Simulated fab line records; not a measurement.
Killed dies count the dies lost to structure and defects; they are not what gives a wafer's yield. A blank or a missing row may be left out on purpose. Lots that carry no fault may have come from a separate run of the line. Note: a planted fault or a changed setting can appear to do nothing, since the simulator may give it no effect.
fab line records + flow n5_finfet
record:
- lots: 7
- wafers: 39
route steps=1938 shown BEOL_M4@1070 BEOL_M9@1460 BEOL_M13@1694 MIM_BOT_LITHO@1860
start_h: hours from the record's first day to the start of the lot's first wafer shown + wait_h: how many hours have passed since the lot's step before this one + " unchanged from the row above + L1.1+2: a row that stands for several wafers + - no value, or no start given + * or withheld: withheld + < > ~ a bound
route shown NAME@n: names a module that has steps shown in the file, with the first one's number in the route + usual: mean and standard deviation over wafers with no fault + same: alike in all rows + chamber/n: place in a boat + sites: readings site by site + _std_site: their standard deviation + _edge_site: outer sites' mean less inner sites' + radius_mm: for every site, how far away it sits from the centre of the wafer + mask NAME#n: copy n + behind: tool/chamber where the wafer was last shaped + hold: why the lot was held/for how many hours/how that ended + device: the n, p or np transistor that did not switch + end of line: the same wafers' tests at the end of the route + a step without rows: its recipe alone + killed: at the first sort, the dies lost to defects and structure; wafer yield is something else + map: a wafer's dies, marking killed ones x, the rest . and places with no die _
set.NAME: the setting the step ran with; set.NAME@STEP: the setting that earlier step ran with + model.NAME: the simulator's own value behind a step, which no gauge read
lots whose settings were changed on purpose; a table a step, a row a wafer
== steps ==
step: N5_BEOL_M4_TRENCH_ETCH_37
recipe:
- chemistry: C4F6/O2
- target_depth_a: 555.55
- target: SiOC
- time_s: 29.2
- ion_energy_ev: 250
- pressure_mtorr: 30
- source_w: 355
- bias_w: 185
- Ar_flow_sccm: 300
- C4F6_flow_sccm: 10
- O2_flow_sccm: 10
| lot.wafer | tool        | chamber | start_h | wait_h | set.time_s | model.etch.depth_nm | model.BEOL_M4.feature_depth_nm | model.TiN_of_BEOL_M4_HM_DEP_02.thk_nm |
|-----------|-------------|---------|---------|--------|------------|---------------------|--------------------------------|---------------------------------------|
| L076.1    | rie_diel-06 | 3       | -       | -      | 29.2       | 54.93               | 55                             | 17.6                                  |
| L076.4    | "           | 0       | "       | "      | 29.2       | 56.13               | 56.2                           | 17.4                                  |
| L076.5    | "           | 2       | "       | "      | 29.2       | 55.87               | 55.8                           | 17.4                                  |
| L080.1    | rie_diel-04 | 1       | -       | -      | 29.2       | 57.9                | 57.8                           | 17.6                                  |
| L080.2    | "           | 3       | "       | "      | 18.05      | 34.12               | 34.2                           | 18.4                                  |
| L080.3    | "           | 0       | "       | "      | 18.05      | 34.46               | 34.4                           | 18.6                                  |
| L080.4    | "           | 2       | "       | "      | 29.2       | 55.05               | 55                             | 17.6                                  |
| L080.5    | "           | 1       | "       | "      | 18.05      | 35.52               | 35.6                           | 18.6                                  |
| L080.6    | "           | 0       | "       | "      | 29.2       | 56.26               | 56.2                           | 17.6                                  |
| L085.1    | rie_diel-06 | 1       | -       | -      | 29.2       | 54.53               | 54.6                           | 17.4                                  |
| L085.2    | "           | 2       | "       | "      | 12.46      | 24.04               | 24                             | 19.2                                  |
| L085.3    | "           | 3       | "       | "      | 29.2       | 54.58               | 54.6                           | 17.4                                  |
| L085.4    | "           | 2       | "       | "      | 29.2       | 55.9                | 56                             | 17.8                                  |
| L085.5    | "           | 1       | "       | "      | 12.46      | 23.3                | 23.4                           | 18.6                                  |
| L085.6    | "           | 3       | "       | "      | 12.46      | 23.39               | 23.4                           | 19.2                                  |
| L089.1    | rie_diel-06 | 3       | -       | -      | 29.2       | 55.32               | 55.4                           | 17.8                                  |
| L089.2    | "           | 0       | "       | "      | 29.2       | 57.13               | 57.2                           | 18                                    |
| L089.3    | "           | 2       | "       | "      | 29.2       | 55.09               | 55                             | 17.8                                  |
| L089.4    | "           | 0       | "       | "      | 29.2       | 57.5                | 57.4                           | 17.6                                  |
| L089.5    | "           | 3       | "       | "      | 29.2       | 55.13               | 55.2                           | 17.6                                  |
| L089.6    | "           | 2       | "       | "      | 29.2       | 55.16               | 55.2                           | 18                                    |
| L093.1    | rie_diel-04 | 0       | -       | -      | 42.12      | 79.47               | 79.4                           | 16.6                                  |
| L093.2    | "           | 2       | "       | "      | 42.12      | 78.56               | 78.6                           | 16.8                                  |
| L093.3    | "           | 3       | "       | "      | 42.12      | 78.52               | 78.6                           | 16.8                                  |
| L093.4    | "           | 1       | "       | "      | 29.2       | 57.01               | 57                             | 17.6                                  |
| L093.5    | "           | 3       | "       | "      | 29.2       | 54.36               | 54.4                           | 18                                    |
| L093.6    | "           | 0       | "       | "      | 29.2       | 54.86               | 54.8                           | 17.6                                  |
| L094.1    | rie_diel-06 | 2       | -       | -      | 34.91      | 66.82               | 66.8                           | 17.4                                  |
| L094.2    | "           | 3       | "       | "      | 34.91      | 66.6                | 66.6                           | 17.4                                  |
| L094.3    | "           | 1       | "       | "      | 29.2       | 57.23               | 57.2                           | 17.6                                  |
| L094.4    | "           | 0       | "       | "      | 29.2       | 57.94               | 58                             | 17.8                                  |
| L094.5    | "           | 1       | "       | "      | 29.2       | 57.14               | 57.2                           | 17.4                                  |
| L094.6    | "           | 2       | "       | "      | 34.91      | 66.83               | 66.8                           | 17.4                                  |
| L096.1    | rie_diel-04 | 3       | -       | -      | 21.59      | 40.02               | 40                             | 18.2                                  |
| L096.2    | "           | 0       | "       | "      | 29.2       | 54.86               | 54.8                           | 17.8                                  |
| L096.3    | "           | 2       | "       | "      | 21.59      | 40.12               | 40.2                           | 18                                    |
| L096.4    | "           | 1       | "       | "      | 29.2       | 57.16               | 57.2                           | 17.4                                  |
| L096.5    | "           | 1       | "       | "      | 29.2       | 56.76               | 56.8                           | 17.6                                  |
| L096.6    | "           | 0       | "       | "      | 21.59      | 41                  | 41                             | 18.2                                  |
step: N5_BEOL_M4_ETCH_41
recipe:
- chemistry: CH3F/O2
- target: SiCN
- target_depth_a: 299
- taper_deg: 2
- time_s: 52.5
- ion_energy_ev: 120
- mask_material: TiN
- pressure_mtorr: 30
- source_w: 395
- bias_w: 75
- Ar_flow_sccm: 150
- CH3F_flow_sccm: 30
- O2_flow_sccm: 20
step: N5_BEOL_M4_STRIP_97
recipe:
- chemistry: N2/H2
- time_s: 10
- power_w: 450
- temp_c: 40
- pressure_mtorr: 20
- rf_frequency_hz: 6e+07
- bias_power_w: 7
- n2_flow_sccm: 200
- h2_flow_sccm: 200
step: N5_BEOL_M4_OCD_MEAS_38
usual:
- trench_depth_nm: 55.5/1.1
| lot.wafer | tool   | chamber | start_h | wait_h | set.time_s@BEOL_M4_TRENCH_ETCH_37 | trench_depth_nm |
|-----------|--------|---------|---------|--------|-----------------------------------|-----------------|
| L076.1    | ocd-02 | -       | 159.38  | -      | 29.2                              | 54.8            |
| L076.4    | "      | -       | "       | "      | 29.2                              | 55.8            |
| L076.5    | "      | -       | "       | "      | 29.2                              | 55.8            |
| L080.1    | ocd-02 | -       | 188.73  | -      | 29.2                              | 57.0            |
| L080.2    | "      | -       | "       | "      | 18.05                             | 34.5            |
| L080.3    | "      | -       | "       | "      | 18.05                             | 34.6            |
| L080.4    | "      | -       | "       | "      | 29.2                              | 55.4            |
| L080.5    | "      | -       | "       | "      | 18.05                             | 35.7            |
| L080.6    | "      | -       | "       | "      | 29.2                              | 56.7            |
| L085.1    | ocd-01 | -       | 217.72  | -      | 29.2                              | 54.1            |
| L085.2    | "      | -       | "       | "      | 12.46                             | 24.3            |
| L085.3    | "      | -       | "       | "      | 29.2                              | 53.8            |
| L085.4    | "      | -       | "       | "      | 29.2                              | 56.0            |
| L085.5    | "      | -       | "       | "      | 12.46                             | 23.2            |
| L085.6    | "      | -       | "       | "      | 12.46                             | 23.6            |
| L089.1    | ocd-01 | -       | 252.75  | -      | 29.2                              | 55.4            |
| L089.2    | "      | -       | "       | "      | 29.2                              | 57.7            |
| L089.3    | "      | -       | "       | "      | 29.2                              | 55.6            |
| L089.4    | "      | -       | "       | "      | 29.2                              | 57.6            |
| L089.5    | "      | -       | "       | "      | 29.2                              | 55.4            |
| L089.6    | "      | -       | "       | "      | 29.2                              | 55.3            |
| L093.1    | ocd-02 | -       | 263.24  | -      | 42.12                             | 79.6            |
| L093.2    | "      | -       | "       | "      | 42.12                             | 78.8            |
| L093.3    | "      | -       | "       | "      | 42.12                             | 78.6            |
| L093.4    | "      | -       | "       | "      | 29.2                              | 57.0            |
| L093.5    | "      | -       | "       | "      | 29.2                              | 54.9            |
| L093.6    | "      | -       | "       | "      | 29.2                              | 55.3            |
| L094.1    | ocd-02 | -       | 267.25  | -      | 34.91                             | 66.9            |
| L094.2    | "      | -       | "       | "      | 34.91                             | 66.3            |
| L094.3    | "      | -       | "       | "      | 29.2                              | 57.3            |
| L094.4    | "      | -       | "       | "      | 29.2                              | 57.6            |
| L094.5    | "      | -       | "       | "      | 29.2                              | 57.2            |
| L094.6    | "      | -       | "       | "      | 34.91                             | 67.0            |
| L096.1    | ocd-02 | -       | 291.21  | -      | 21.59                             | 40.1            |
| L096.2    | "      | -       | "       | "      | 29.2                              | 55.1            |
| L096.3    | "      | -       | "       | "      | 21.59                             | 40.0            |
| L096.4    | "      | -       | "       | "      | 29.2                              | 56.8            |
| L096.5    | "      | -       | "       | "      | 29.2                              | 56.7            |
| L096.6    | "      | -       | "       | "      | 21.59                             | 41.0            |
step: N5_BEOL_M4_HM_STRIP_39
recipe:
- chemistry: peroxide_tin_strip
- material: TiN
- target_depth_a: 250
- temp_c: 50
- time_s: 158
step: N5_BEOL_M4_SRD_40
recipe:
- time_s: 30
- temp_c: 23
- rinse_liquid: diw
- dry: ipa_marangoni
step: N5_BEOL_M4_ECD_50
recipe:
- material: Cu
- target_thk_a: 3000
step: N5_BEOL_M4_ANNEAL_51
recipe:
- temp_c: 225
- time_s: 90
- ambient: N2
step: N5_BEOL_M4_CMP_52
recipe:
- stop_on: SiOC
- t_overpolish_s: 6.8
- down_force_psi: 1
- platen_rpm: 50
- clearing_platen_down_force_psi: 1.5
- clearing_platen_rpm: 50
- post_cmp_clean: cu_alkaline
- target_thk_nm: 40
- clearing_platen_pad_velocity_m_s: 0.99484
- pad_velocity_m_s: 0.99484
| lot.wafer | tool   | chamber | start_h | wait_h | set.time_s@BEOL_M4_TRENCH_ETCH_37 | model.Cu_of_BEOL_M4_ECD_50.thk_nm |
|-----------|--------|---------|---------|--------|-----------------------------------|-----------------------------------|
| L076.1    | cmp-04 | 0       | 162.57  | 0.3    | 29.2                              | 39                                |
| L076.4    | "      | 1       | "       | "      | 29.2                              | 41.2                              |
| L076.5    | "      | 2       | "       | "      | 29.2                              | 40.8                              |
| L080.2+3  | cmp-04 | 0,1     | 192.21  | 0.2    | 18.05                             | 19.4                              |
| L080.1    | "      | 2       | "       | "      | 29.2                              | 43                                |
| L080.4    | "      | 3       | "       | "      | 29.2                              | 39.6                              |
| L080.5    | "      | 0       | "       | "      | 18.05                             | 20.6                              |
| L080.6    | "      | 1       | "       | "      | 29.2                              | 41                                |
| L085.2    | cmp-03 | 0       | 221.65  | 0.2    | 12.46                             | 9                                 |
| L085.4    | "      | 1       | "       | "      | 29.2                              | 39.6                              |
| L085.3    | "      | 2       | "       | "      | 29.2                              | 39                                |
| L085.1    | "      | 3       | "       | "      | 29.2                              | 39.4                              |
| L085.5    | "      | 0       | "       | "      | 12.46                             | 7.2                               |
| L085.6    | "      | 1       | "       | "      | 12.46                             | 7                                 |
| L089.3    | cmp-04 | 3       | 256.05  | 0.2    | 29.2                              | 38.4                              |
| L089.4    | "      | 0       | "       | "      | 29.2                              | 40                                |
| L089.1    | "      | 1       | "       | "      | 29.2                              | 40.2                              |
| L089.2    | "      | 2       | "       | "      | 29.2                              | 40.6                              |
| L089.5    | "      | 3       | "       | "      | 29.2                              | 37.6                              |
| L089.6    | "      | 0       | "       | "      | 29.2                              | 39.2                              |
| L093.3    | cmp-03 | 3       | 268.33  | 0.2    | 42.12                             | 63                                |
| L093.2    | "      | 0       | "       | "      | 42.12                             | 62.4                              |
| L093.1    | "      | 1       | "       | "      | 42.12                             | 63.6                              |
| L093.4    | "      | 2       | "       | "      | 29.2                              | 42.6                              |
| L093.6    | "      | 3       | "       | "      | 29.2                              | 39.6                              |
| L093.5    | "      | 0       | "       | "      | 29.2                              | 38.6                              |
| L094.3+5  | cmp-04 | 2       | 272.71  | 0.3    | 29.2                              | 42.2                              |
| L094.2    | "      | 3       | "       | "      | 34.91                             | 52.4                              |
| L094.1    | "      | 0       | "       | "      | 34.91                             | 50.6                              |
| L094.4    | "      | 1       | "       | "      | 29.2                              | 42.8                              |
| L094.6    | "      | 3       | "       | "      | 34.91                             | 50.8                              |
| L096.4    | cmp-04 | 2       | 294.70  | 0.1    | 29.2                              | 40                                |
| L096.3    | "      | 3       | "       | "      | 21.59                             | 23                                |
| L096.2    | "      | 0       | "       | "      | 29.2                              | 37.2                              |
| L096.1    | "      | 1       | "       | "      | 21.59                             | 23.8                              |
| L096.6    | "      | 2       | "       | "      | 21.59                             | 25.2                              |
| L096.5    | "      | 3       | "       | "      | 29.2                              | 39                                |
step: N5_BEOL_M4_THK_MEAS_53
recipe:
- thk_meas_gauge: xrf
- reads: Cu_of_BEOL_M4_ECD_50
usual:
- M4_THK: 39.8/1.5
| lot.wafer | tool          | chamber | start_h | wait_h | set.time_s@BEOL_M4_TRENCH_ETCH_37 | M4_THK[nm] |
|-----------|---------------|---------|---------|--------|-----------------------------------|------------|
| L076.1    | film_metro-02 | -       | 162.79  | -      | 29.2                              | 39.6       |
| L076.4    | "             | -       | "       | "      | 29.2                              | 41.7       |
| L076.5    | "             | -       | "       | "      | 29.2                              | 41.1       |
| L080.1    | film_metro-01 | -       | 192.50  | -      | 29.2                              | 43.7       |
| L080.2    | "             | -       | "       | "      | 18.05                             | 19.7       |
| L080.3    | "             | -       | "       | "      | 18.05                             | 19.5       |
| L080.4    | "             | -       | "       | "      | 29.2                              | 40.3       |
| L080.5    | "             | -       | "       | "      | 18.05                             | 20.8       |
| L080.6    | "             | -       | "       | "      | 29.2                              | 41.7       |
| L085.1    | film_metro-02 | -       | 221.94  | -      | 29.2                              | 39.9       |
| L085.2    | "             | -       | "       | "      | 12.46                             | 9.1        |
| L085.3    | "             | -       | "       | "      | 29.2                              | 39.5       |
| L085.4    | "             | -       | "       | "      | 29.2                              | 39.9       |
| L085.5    | "             | -       | "       | "      | 12.46                             | 7.3        |
| L085.6    | "             | -       | "       | "      | 12.46                             | 7.1        |
| L089.1    | film_metro-01 | -       | 256.34  | -      | 29.2                              | 40.4       |
| L089.2    | "             | -       | "       | "      | 29.2                              | 41.1       |
| L089.3    | "             | -       | "       | "      | 29.2                              | 38.4       |
| L089.4    | "             | -       | "       | "      | 29.2                              | 40.3       |
| L089.5    | "             | -       | "       | "      | 29.2                              | 37.9       |
| L089.6    | "             | -       | "       | "      | 29.2                              | 39.5       |
| L093.1    | film_metro-01 | -       | 268.63  | -      | 42.12                             | 64.5       |
| L093.2    | "             | -       | "       | "      | 42.12                             | 63.2       |
| L093.3    | "             | -       | "       | "      | 42.12                             | 64.3       |
| L093.4    | "             | -       | "       | "      | 29.2                              | 43.2       |
| L093.5    | "             | -       | "       | "      | 29.2                              | 39.1       |
| L093.6    | "             | -       | "       | "      | 29.2                              | 40.1       |
| L094.1    | film_metro-02 | -       | 273.00  | -      | 34.91                             | 51.1       |
| L094.2    | "             | -       | "       | "      | 34.91                             | 53.1       |
| L094.3    | "             | -       | "       | "      | 29.2                              | 42.7       |
| L094.4    | "             | -       | "       | "      | 29.2                              | 43.2       |
| L094.5    | "             | -       | "       | "      | 29.2                              | 42.7       |
| L094.6    | "             | -       | "       | "      | 34.91                             | 51.3       |
| L096.1    | film_metro-02 | -       | 295.00  | -      | 21.59                             | 24.1       |
| L096.2    | "             | -       | "       | "      | 29.2                              | 37.6       |
| L096.3    | "             | -       | "       | "      | 21.59                             | 23.3       |
| L096.4    | "             | -       | "       | "      | 29.2                              | 40.7       |
| L096.5    | "             | -       | "       | "      | 29.2                              | 39.4       |
| L096.6    | "             | -       | "       | "      | 21.59                             | 25.4       |
step: N5_BEOL_M9_CVD_78
recipe:
- material: Co
- target_thk_a: 20
- temp_c: withheld
- precursor: CCTBA/H2
- pressure_torr: 30
- time_s: 138.9
| lot.wafer  | tool      | chamber | start_h | wait_h | set.target_thk_a | model.Co_of_BEOL_M9_CVD_78.thk_nm |
|------------|-----------|---------|---------|--------|------------------|-----------------------------------|
| L076.1+5   | cvd_co-01 | 2,0     | 206.14  | 0.0    | 20               | 2                                 |
| L076.4     | "         | 1       | "       | "      | 20               | 1.8                               |
| L080.1+2   | cvd_co-02 | 1,2     | 231.95  | 0.3    | 20               | 2.2                               |
| L080.3+4+6 | "         | 0,0,1   | "       | "      | 28.8             | 3                                 |
| L080.5     | "         | 2       | "       | "      | 20               | 2                                 |
| L085.1     | cvd_co-01 | 1       | 267.10  | 0.1    | 20               | 2                                 |
| L085.2+5   | "         | 2       | "       | "      | 14.26            | 1.4                               |
| L085.3     | "         | 0       | "       | "      | 14.26            | 1.2                               |
| L085.4+6   | "         | 1,0     | "       | "      | 20               | 1.8                               |
| L089.1+4+6 | cvd_co-01 | 2,1,0   | 295.17  | 0.1    | 20               | 2                                 |
| L089.2+3   | "         | 1,0     | "       | "      | 26.4             | 2.6                               |
| L089.5     | "         | 2       | "       | "      | 26.4             | 2.8                               |
| L093.1     | cvd_co-02 | 2       | 306.97  | 0.2    | 20               | 2.2                               |
| L093.2+4   | "         | 0       | "       | "      | 20               | 2                                 |
| L093.3+5+6 | "         | 1,2,1   | "       | "      | 13.7             | 1.4                               |
| L094.1+4+6 | cvd_co-02 | 2,2,0   | 309.74  | 0.0    | 20               | 2                                 |
| L094.2+3+5 | "         | 0,1,1   | "       | "      | 13.46            | 1.4                               |
| L096.1+4+5 | cvd_co-01 | 0,2,2   | 335.48  | 0.0    | 10.5             | 1                                 |
| L096.2+3+6 | "         | 2,0,0   | "       | "      | 20               | 2                                 |
step: N5_BEOL_M13_ETCH_68
recipe:
- chemistry: N2/H2
- target: SOC
- mask_material: SiARC
- source_w: 3000
- bias_w: 350
- temp_c: 40
- time_s: 355
- ion_energy_ev: 200
- pressure_mtorr: 30
- n2_flow_sccm: 200
- h2_flow_sccm: 200
| lot.wafer | tool        | chamber | start_h | wait_h | set.time_s | model.SiARC_of_BEOL_M13_COAT_66.thk_nm |
|-----------|-------------|---------|---------|--------|------------|----------------------------------------|
| L076.1    | rie_diel-05 | 2       | 231.73  | 0.1    | 355        | 76.8                                   |
| L076.4    | "           | 3       | "       | "      | 355        | 77.4                                   |
| L076.5    | "           | 2       | "       | "      | 355        | 77.2                                   |
| L080.1+3  | rie_diel-01 | 0,1     | 252.88  | 0.1    | 355        | 77                                     |
| L080.2    | "           | 3       | "       | "      | 418        | 72.4                                   |
| L080.4    | "           | 2       | "       | "      | 418        | 70.8                                   |
| L080.5    | "           | 1       | "       | "      | 355        | 77.4                                   |
| L080.6    | "           | 0       | "       | "      | 418        | 71.4                                   |
| L085.1    | rie_diel-03 | 2       | 288.42  | 0.1    | 355        | 76.6                                   |
| L085.2    | "           | 0       | "       | "      | 531.6      | 61                                     |
| L085.3    | "           | 3       | "       | "      | 355        | 76.2                                   |
| L085.4    | "           | 1       | "       | "      | 531.6      | 60.4                                   |
| L085.5    | "           | 1       | "       | "      | 531.6      | 60.6                                   |
| L085.6    | "           | 0       | "       | "      | 355        | 77.4                                   |
| L089.1    | rie_diel-01 | 3       | 317.51  | 0.1    | 414.9      | 72.6                                   |
| L089.2    | "           | 1       | "       | "      | 414.9      | 71                                     |
| L089.3    | "           | 2       | "       | "      | 414.9      | 71.4                                   |
| L089.4    | "           | 0       | "       | "      | 355        | 76.4                                   |
| L089.5    | "           | 1       | "       | "      | 355        | 77.2                                   |
| L089.6    | "           | 2       | "       | "      | 355        | 76.8                                   |
| L093.1+6  | rie_diel-03 | 0,1     | 329.25  | 0.1    | 355        | 77.6                                   |
| L093.2    | "           | 2       | "       | "      | 430        | 70.6                                   |
| L093.3    | "           | 1       | "       | "      | 430        | 70.4                                   |
| L093.4    | "           | 3       | "       | "      | 355        | 76.8                                   |
| L093.5    | "           | 2       | "       | "      | 430        | 70.2                                   |
| L094.1    | rie_diel-03 | 3       | 331.93  | 0.1    | 355        | 76.2                                   |
| L094.2+5  | "           | 0,2     | "       | "      | 239.6      | 87.8                                   |
| L094.3    | "           | 2       | "       | "      | 355        | 77.4                                   |
| L094.4    | "           | 1       | "       | "      | 239.6      | 88.4                                   |
| L094.6    | "           | 3       | "       | "      | 355        | 76.4                                   |
| L096.1    | rie_diel-01 | 1       | 356.78  | 0.1    | 355        | 77                                     |
| L096.2    | "           | 3       | "       | "      | 449.7      | 67.6                                   |
| L096.3    | "           | 2       | "       | "      | 449.7      | 68.4                                   |
| L096.4    | "           | 0       | "       | "      | 449.7      | 68                                     |
| L096.5+6  | "           | 1,2     | "       | "      | 355        | 77.2                                   |
step: N5_MIM_BOT_LITHO_DEVELOP_07
recipe:
- develop_time_s: 60
- rinse_liquid: diw
- dry: air_spin
- dev_temp_c: 21
| lot.wafer        | tool           | chamber | start_h | wait_h | set.develop_time_s |
|------------------|----------------|---------|---------|--------|--------------------|
| L076.1+4+5       | litho_track-02 | 0       | -       | -      | 60                 |
| L080.1+2+3       | litho_track-01 | 0       | -       | -      | 60                 |
| L080.4+5+6       | "              | 0       | "       | "      | 71.21              |
| L085.1+2+3+4+5+6 | litho_track-02 | 0       | -       | -      | 60                 |
| L089.1+3+5       | litho_track-01 | 0       | -       | -      | 81.81              |
| L089.2+4+6       | "              | 0       | "       | "      | 60                 |
| L093.1+2+3       | litho_track-03 | 0       | -       | -      | 60                 |
| L093.4+5+6       | "              | 0       | "       | "      | 29.33              |
| L094.1+2+3+4+5+6 | litho_track-02 | 0       | -       | -      | 60                 |
| L096.1+2+4       | litho_track-01 | 0       | -       | -      | 60                 |
| L096.3+5+6       | "              | 0       | "       | "      | 43.14              |
step: N5_MIM_BOT_LITHO_HARDBAKE_09
recipe:
- temp_c: 130
- time_s: 120
step: N5_MIM_BOT_LITHO_CD_MEAS_08
recipe:
- target_cd_nm: 3000
- landing_energy_ev: 500
- detector: se_inlens
- polarity: opening
usual:
- cd_nm: 3000.1/1.7
| lot.wafer | tool      | chamber | start_h | wait_h | set.develop_time_s@MIM_BOT_LITHO_DEVELOP_07 | cd_nm  |
|-----------|-----------|---------|---------|--------|---------------------------------------------|--------|
| L076.1    | cd_sem-03 | 0       | 247.46  | -      | 60                                          | 3000.5 |
| L076.4    | "         | 0       | "       | "      | 60                                          | 3000.8 |
| L076.5    | "         | 0       | "       | "      | 60                                          | 3005.8 |
| L080.1    | cd_sem-01 | 0       | 271.41  | -      | 60                                          | 3001.1 |
| L080.2    | "         | 0       | "       | "      | 60                                          | 3004.1 |
| L080.3    | "         | 0       | "       | "      | 60                                          | 3002.1 |
| L080.4    | "         | 0       | "       | "      | 71.21                                       | 3005.5 |
| L080.5    | "         | 0       | "       | "      | 71.21                                       | 3003.3 |
| L080.6    | "         | 0       | "       | "      | 71.21                                       | 3006.7 |
| L085.1    | cd_sem-02 | 0       | 308.57  | -      | 60                                          | 2998.4 |
| L085.2    | "         | 0       | "       | "      | 60                                          | 3001.0 |
| L085.3    | "         | 0       | "       | "      | 60                                          | 2998.3 |
| L085.4    | "         | 0       | "       | "      | 60                                          | 2997.9 |
| L085.5    | "         | 0       | "       | "      | 60                                          | 2996.5 |
| L085.6    | "         | 0       | "       | "      | 60                                          | 2997.5 |
| L089.1    | cd_sem-01 | 0       | 340.26  | -      | 81.81                                       | 3004.4 |
| L089.2    | "         | 0       | "       | "      | 60                                          | 3001.4 |
| L089.3    | "         | 0       | "       | "      | 81.81                                       | 3005.7 |
| L089.4    | "         | 0       | "       | "      | 60                                          | 2999.1 |
| L089.5    | "         | 0       | "       | "      | 81.81                                       | 3003.6 |
| L089.6    | "         | 0       | "       | "      | 60                                          | 2997.3 |
| L093.1    | cd_sem-01 | 0       | 346.25  | -      | 60                                          | 3000.2 |
| L093.2    | "         | 0       | "       | "      | 60                                          | 3000.5 |
| L093.3    | "         | 0       | "       | "      | 60                                          | 3000.1 |
| L093.4    | "         | 0       | "       | "      | 29.33                                       | 2985.5 |
| L093.5    | "         | 0       | "       | "      | 29.33                                       | 2985.8 |
| L093.6    | "         | 0       | "       | "      | 29.33                                       | 2985.2 |
| L094.1    | cd_sem-01 | 0       | 351.50  | -      | 60                                          | 2999.3 |
| L094.2    | "         | 0       | "       | "      | 60                                          | 3001.0 |
| L094.3    | "         | 0       | "       | "      | 60                                          | 2998.7 |
| L094.4    | "         | 0       | "       | "      | 60                                          | 2999.2 |
| L094.5    | "         | 0       | "       | "      | 60                                          | 2998.9 |
| L094.6    | "         | 0       | "       | "      | 60                                          | 2997.3 |
| L096.1    | cd_sem-02 | 0       | 378.73  | -      | 60                                          | 3002.5 |
| L096.2    | "         | 0       | "       | "      | 60                                          | 2999.4 |
| L096.3    | "         | 0       | "       | "      | 43.14                                       | 2993.8 |
| L096.4    | "         | 0       | "       | "      | 60                                          | 2999.2 |
| L096.5    | "         | 0       | "       | "      | 43.14                                       | 2993.1 |
| L096.6    | "         | 0       | "       | "      | 43.14                                       | 2991.5 |
== key ==
split:
- step: N5_BEOL_M4_TRENCH_ETCH_37
- setting: time_s
- stated: 29.2
- by: wafer
response:
- step: N5_BEOL_M4_TRENCH_ETCH_37
- reading: model.etch.depth_nm
- change: +0.549
- per: 1%
- r: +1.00
response:
- step: N5_BEOL_M4_TRENCH_ETCH_37
- reading: model.BEOL_M4.feature_depth_nm
- change: +0.549
- per: 1%
- r: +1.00
response:
- step: N5_BEOL_M4_TRENCH_ETCH_37
- reading: model.TiN_of_BEOL_M4_HM_DEP_02.thk_nm
- change: -0.0234
- per: 1%
- r: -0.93
response:
- step: N5_BEOL_M4_OCD_MEAS_38
- reading: trench_depth_nm
- change: +0.543
- per: 1%
- r: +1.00
response:
- step: N5_BEOL_M4_CMP_52
- reading: model.Cu_of_BEOL_M4_ECD_50.thk_nm
- change: +0.54
- per: 1%
- r: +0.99
response:
- step: N5_BEOL_M4_THK_MEAS_53
- reading: M4_THK
- change: +0.549
- per: 1%
- r: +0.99
split:
- step: N5_BEOL_M9_CVD_78
- setting: target_thk_a
- stated: 20
- by: wafer
response:
- step: N5_BEOL_M9_CVD_78
- reading: model.Co_of_BEOL_M9_CVD_78.thk_nm
- change: +0.0201
- per: 1%
- r: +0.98
split:
- step: N5_BEOL_M13_ETCH_68
- setting: time_s
- stated: 355
- by: wafer
response:
- step: N5_BEOL_M13_ETCH_68
- reading: model.SiARC_of_BEOL_M13_COAT_66.thk_nm
- change: -0.33
- per: 1%
- r: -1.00
split:
- step: N5_MIM_BOT_LITHO_DEVELOP_07
- setting: develop_time_s
- stated: 60
- by: wafer
response:
- step: N5_MIM_BOT_LITHO_CD_MEAS_08
- reading: cd_nm
- change: +0.239
- per: 1%
- r: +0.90
